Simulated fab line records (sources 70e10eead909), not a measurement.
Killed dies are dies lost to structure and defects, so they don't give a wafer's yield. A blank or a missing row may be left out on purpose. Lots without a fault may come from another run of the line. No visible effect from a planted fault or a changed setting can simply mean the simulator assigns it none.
fab line records    flow nand_harc
[record] lots = 13  wafers = 39  last_day = 24
route steps=1159 shown P_GATE@169 A_BONDPAD@1087 HYBRID_BOND@1099 THIN_TSV@1102 END@1159
lots with no fault: from the same line, run without faults
start_h: the number of hours between the record's first day and the start of the first shown wafer of the lot    wait_h: how many hours have passed since the lot's step before this one    " identical to the entry in the row above    L1.1+2: one row covering several wafers at once    - no value present, or no start provided    * or withheld: withheld    < > ~ a bound
route shown NAME@n: NAME is a module with steps in the file, n the number in the route of the first one    usual: the fault-free wafers' mean and standard deviation    same: alike in all rows    chamber/n: place in a boat    sites: the reading at each site    _std_site: standard deviation of those values    _edge_site: the outer-site mean with the inner-site mean subtracted    radius_mm: how far each site lies from the wafer's centre    mask NAME#n: copy n    behind: the tool/chamber that last shaped the wafer    hold: why the lot went on hold/how many hours it stayed there/how the hold came to an end    device: transistor that didn't switch, given as n, p or np    end of line: tests of these same wafers at the route's end    a step given without rows: its recipe and nothing more    killed: dies that structure and defects cost at the first sort, which is not the same as the wafer's yield    map: a wafer's dies, marking killed ones x, the rest . and places with no die _
set.NAME: setting as actually run; set.NAME@STEP: the setting as run at that earlier step    model.NAME: the simulator's own value behind a step, which no gauge read
one table for each step of the route and one row for each wafer, over a sample of lots
services: a tool's chamber out of use, with start hour (start_h, from the record's first day; less than 0 if before it), hours out, and reason
[[steps]]
[step NHARC_P_GATE_DEVELOP_45]
[recipe] time_s = 70
lot.wafer   tool            chamber  start_h  wait_h
L155.1+2+4  litho_track-03  0        106      -
L154.1+5+6  litho_track-07  0        107      -
L156.3+4+5  litho_track-07  0        112      -
L158.2+4+5  litho_track-03  0        121      -
L157.2+3+4  litho_track-05  0        121      -
L159.1+4+5  litho_track-05  0        128      -
L160.3+5+6  litho_track-05  0        137      -
L161.3+4+6  litho_track-03  0        152      -
L163.1+2+5  litho_track-03  0        153      -
L162.2+3+6  litho_track-05  0        153      -
L171.3+4+6  litho_track-03  0        201      -
L174.1+4+6  litho_track-03  0        223      -
L176.1+4+6  litho_track-07  0        238      -
[step NHARC_A_BONDPAD_ANNEAL_28]
[recipe] temp_c = 225  time_s = 90
[usual] wafer_temp_C_max = 226.2/0.39
lot.wafer  tool           chamber  start_h  wait_h  wafer_temp_C_max
L155.1     rtp_anneal-02  0        408.48   0.3     225.8
L155.2     "              0        "        "       225.9
L155.4     "              0        "        "       225.9
L154.1     rtp_anneal-01  0        409.30   0.3     226.5
L154.5     "              0        "        "       226.5
L154.6     "              0        "        "       226.3
L159.1     rtp_anneal-02  0        416.23   -       225.7
L159.4     "              0        "        "       225.9
L159.5     "              0        "        "       226.0
L156.3     rtp_anneal-02  0        420.74   0.3     226.2
L156.4     "              0        "        "       226.4
L156.5     "              0        "        "       226.1
L157.2     rtp_anneal-01  0        420.98   -       226.3
L157.3     "              0        "        "       226.3
L157.4     "              0        "        "       226.4
L160.3     rtp_anneal-01  0        440.18   -       226.5
L160.5     "              0        "        "       226.8
L160.6     "              0        "        "       226.3
L161.3     rtp_anneal-01  0        443.99   -       226.4
L161.4     "              0        "        "       226.6
L161.6     "              0        "        "       226.2
L158.2     rtp_anneal-01  0        450.08   0.4     226.7
L158.4     "              0        "        "       226.1
L158.5     "              0        "        "       226.4
L162.2     rtp_anneal-02  0        461.83   -       225.8
L162.3     "              0        "        "       226.1
L162.6     "              0        "        "       225.5
L163.1     rtp_anneal-02  0        463.71   0.3     225.7
L163.2     "              0        "        "       225.8
L163.5     "              0        "        "       226.0
L171.3     rtp_anneal-01  0        520.59   -       226.2
L171.4     "              0        "        "       226.2
L174.1     rtp_anneal-01  0        538.17   0.3     226.1
L174.4     "              0        "        "       226.5
L176.1     rtp_anneal-02  0        544.40   0.3     226.2
L176.4     "              0        "        "       225.8
L176.6     "              0        "        "       226.0
[step NHARC_HYBRID_BOND_OVL_MEAS_05]
[usual] overlay_x_nm = 4/31  overlay_y_nm = 0/37
lot.wafer  tool        chamber  start_h  wait_h  overlay_x_nm  overlay_y_nm
L155.1     overlay-01  -        422.34   0.4     -50           -30
L155.2     "           -        "        "       31            1
L155.4     "           -        "        "       41            -23
L154.1     overlay-02  -        422.35   0.4     63            15
L154.5     "           -        "        "       -41           31
L154.6     "           -        "        "       -14           -7
L159.1     overlay-02  -        430.38   0.4     -46           -6
L159.4     "           -        "        "       -2            13
L159.5     "           -        "        "       57            20
L157.2     overlay-01  -        430.38   0.4     17            56
L157.3     "           -        "        "       41            -52
L157.4     "           -        "        "       -15           -19
L156.3     overlay-02  -        430.39   0.4     23            -20
L156.4     "           -        "        "       25            45
L156.5     "           -        "        "       -30           37
L160.3     overlay-01  -        450.70   0.4     -14           16
L160.5     "           -        "        "       17            47
L160.6     "           -        "        "       21            4
L161.3     overlay-02  -        456.54   0.4     40            69
L161.4     "           -        "        "       23            -14
L161.6     "           -        "        "       57            44
L158.2     overlay-01  -        460.95   0.4     49            -5
L158.4     "           -        "        "       -17           -43
L158.5     "           -        "        "       5             14
L163.1     overlay-01  -        472.51   0.4     32            -1
L163.2     "           -        "        "       28            -25
L163.5     "           -        "        "       -12           54
L162.2     overlay-02  -        472.51   0.4     63            -29
L162.3     "           -        "        "       24            0
L162.6     "           -        "        "       9             -3
L171.3     overlay-01  -        531.15   0.4     -8            15
L171.4     "           -        "        "       -3            -42
L174.1     overlay-01  -        549.31   0.4     -5            5
L174.4     "           -        "        "       29            28
L176.1     overlay-01  -        555.03   0.4     -3            52
L176.4     "           -        "        "       -16           -7
L176.6     "           -        "        "       25            -42
[step NHARC_THIN_TSV_CMP_01]
[recipe] target_thk_um = 3
[usual] motor_current_A = 12.3/1.1  pad_life_wafers = 297/200
lot.wafer  tool    chamber  start_h  wait_h  motor_current_A  pad_life_wafers
L155.1     cmp-03  0        424.96   1.0     11.8             444
L155.2     "       2        "        "       11.9             446
L155.4     "       3        "        "       11.4             447
L154.1     cmp-02  1        426.22   1.1     11.6             621
L154.5     "       2        "        "       11.0             -
L154.6     "       3        "        "       11.8             -
L157.3     cmp-04  0        431.82   0.6     11.7             210
L157.4     "       1        "        "       13.1             211
L157.2     "       2        "        "       13.7             212
L159.4     cmp-02  0        433.00   0.4     13.3             666
L159.1     "       2        "        "       10.9             668
L159.5     "       1        "        "       12.5             -
L156.3     cmp-02  2        434.19   0.6     11.2             672
L156.4     "       1        "        "       11.7             675
L156.5     "       3        "        "       12.1             -
L160.3     cmp-02  3        452.14   0.6     12.7             61
L160.6     "       2        "        "       11.3             -
L160.5     "       3        "        "       12.2             -
L161.3     cmp-04  2        457.97   0.6     13.9             372
L161.4     "       0        "        "       11.3             374
L161.6     "       3        "        "       14.4             -
L158.4     cmp-04  0        462.38   0.4     11.3             402
L158.2     "       1        "        "       12.3             403
L158.5     "       1        "        "       13.3             -
L162.2     cmp-02  2        473.92   0.8     10.7             186
L162.3     "       1        "        "       11.9             189
L162.6     "       3        "        "       11.4             -
L163.2     cmp-02  1        475.13   0.8     12.0             192
L163.1     "       2        "        "       10.5             193
L163.5     "       2        "        "       11.1             -
L171.4     cmp-04  2        532.62   0.5     13.5             236
L171.3     "       3        "        "       14.3             237
L174.1     cmp-04  2        550.73   1.0     12.7             360
L174.4     "       3        "        "       14.2             361
L176.4     cmp-03  2        558.86   0.4     11.9             31
L176.1     "       3        "        "       11.1             32
L176.6     "       2        "        "       12.0             -
[step NHARC_END_SORT_01]
[recipe] temp_c = 25
[usual] killed_at_array = 28/11  killed_at_other = 0.6/0.85  killed_at_periphery = 2.8/2.3  killed_dies = 31/11  killed_open = 3.1/1.6  killed_short = 2.0/1.4
[same] gross_dies = 677
lot.wafer  tool       chamber  start_h  wait_h  killed_at_array  killed_at_other  killed_at_periphery  killed_dies  killed_open  killed_short
L171.3     prober-02  0        553.13   3.1     12               0                5                    17           3            2
L171.4     prober-02  0        553.92   3.4     13               0                4                    17           4            3
L171.6     prober-02  0        555.52   4.0     11               0                666                  677          7            1
L174.1     prober-02  0        567.15   2.5     18               1                4                    23           6            1
L174.4     prober-02  0        569.54   3.4     22               0                1                    23           1            3
L174.6     prober-02  0        571.13   4.0     18               1                658                  677          3            1
// killed by level:class
L171.3 A_CONTACT:chamber_film_flake=4 A_ONON_D1:geometric_particle:open=2 P_BONDPAD:chamber_film_flake=2 A_CHANNEL_HOLE_D1:chamber_film_flake=2 P_M0:geometric_particle:open=1 A_CONTACT:geometric_particle:short=1 A_M1:geometric_particle:short=1 P_STI:chamber_film_flake=1
L171.4 A_CHANNEL_HOLE_D1:chamber_film_flake=6 A_WL_FILL:geometric_particle:short=2 A_CONTACT:chamber_film_flake=2 P_CONTACT:geometric_particle:open=1 P_M0:geometric_particle:open=1 A_CONTACT:geometric_particle:open=1 A_CONTACT:geometric_particle:short=1 A_M0:geometric_particle:open=1
L171.6 P_GATE:area_develop=660 A_CHANNEL_HOLE_D1:chamber_film_flake=4 P_STI:chamber_film_flake=3 P_M0:geometric_particle:open=2 P_BONDPAD:geometric_particle:open=1 A_ONON_D1:geometric_particle:short=1 A_ONON_D1:geometric_particle:open=1 A_SGD_CUT:geometric_particle:open=1
L174.1 A_CHANNEL_HOLE_D1:chamber_film_flake=9 A_CONTACT:geometric_particle:open=2 P_STI:chamber_film_flake=2 A_SGD_CUT:chamber_film_flake=2 P_M1:geometric_particle:open=1 A_SOURCE_PLATE:geometric_particle:open=1 A_ONON_D1:geometric_particle:open=1 A_CHANNEL_FILL_D1:geometric_particle:short=1
L174.4 A_CHANNEL_HOLE_D1:chamber_film_flake=12 A_SLIT:chamber_film_flake=3 A_ONON_D1:geometric_particle:short=1 A_CHANNEL_HOLE_D1:geometric_particle:short=1 A_CHANNEL_FILL_D1:geometric_particle:short=1 A_M0:geometric_particle:open=1 P_GATE:chamber_film_flake=1 A_SGD_CUT:chamber_film_flake=1
L174.6 P_GATE:area_develop=657 A_CHANNEL_HOLE_D1:chamber_film_flake=6 A_SGD_CUT:chamber_film_flake=4 A_CHANNEL_FILL_D1:geometric_particle:short=1 A_WL_FILL:geometric_particle:open=1 A_CONTACT:geometric_particle:open=1 A_M0:geometric_particle:open=1 P_STI:chamber_film_flake=1
[[services]]
tool            chamber  start_h  hours  kind
cmp-02          -        82.45    1.7    repair
cmp-04          -        98.12    0.7    repair
cmp-04          -        105.00   4.0    pm
cmp-02          -        143.17   4.0    pm
cmp-04          -        159.26   2.8    repair
cmp-02          -        170.12   1.8    repair
cmp-02          -        199.29   1.6    repair
cmp-04          -        203.00   4.0    pm
cmp-04          -        207.51   0.2    repair
cmp-04          -        211.82   0.3    repair
litho_track-03  -        213.00   7.0    pm
cmp-02          -        241.34   4.0    pm
cmp-02          -        251.00   3.0    repair
cmp-04          -        255.79   1.4    repair
cmp-02          -        287.66   3.3    repair
rtp_anneal-02   -        300.05   12.0   pm
cmp-04          -        301.00   4.0    pm
cmp-02          -        337.91   0.6    repair
cmp-02          -        339.34   4.0    pm
litho_track-03  -        388.00   7.0    pm
cmp-02          -        437.34   4.0    pm
cmp-02          -        466.17   0.7    repair
cmp-02          -        471.35   1.4    repair
cmp-02          -        535.40   4.0    pm
[[key]]
[first_sign] step = NHARC_END_SORT_01  reading = killed_at_periphery  direction = up  sigmas = 99+  usual = 2.8  struck = 662
[effect] step = NHARC_END_SORT_01  reading = killed_dies  direction = up  sigmas = 56  usual = 31  struck = 677
[more_kills_born_at] NHARC_P_GATE_DEVELOP_45@litho_track-03 = 1317
met_at NHARC_P_GATE_DEVELOP_45
struck_lots L171,L174
struck_wafers L171.6,L174.6
later_rows_left_out L171.6,L174.6
tester_left_out L171,L174
not_acting_at NHARC_A_BONDPAD_ANNEAL_28,NHARC_HYBRID_BOND_OVL_MEAS_05,NHARC_THIN_TSV_CMP_01
onset_between 153 201
[fault] kind = process_parameter_drift  tool = litho_track-03  chamber = -  onset_h = 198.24  steps = NHARC_P_GATE_DEVELOP_45  channel = time_s  offset = *  shape = step  end_h = 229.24  scope = struck_wafers_only  acts_in = *  stated = *
// tester_left_out: of these lots the tester's yield and bins aren't shown, on N5 and GAA mostly nor the transistor test; their killed dies are dies lost to structure and defects alone, not to doping, threshold or leakage, so they don't give the yield
// later_rows_left_out: the simulator's readings of these wafers behind a module that went badly wrong aren't trusted and aren't shown, but for the sort
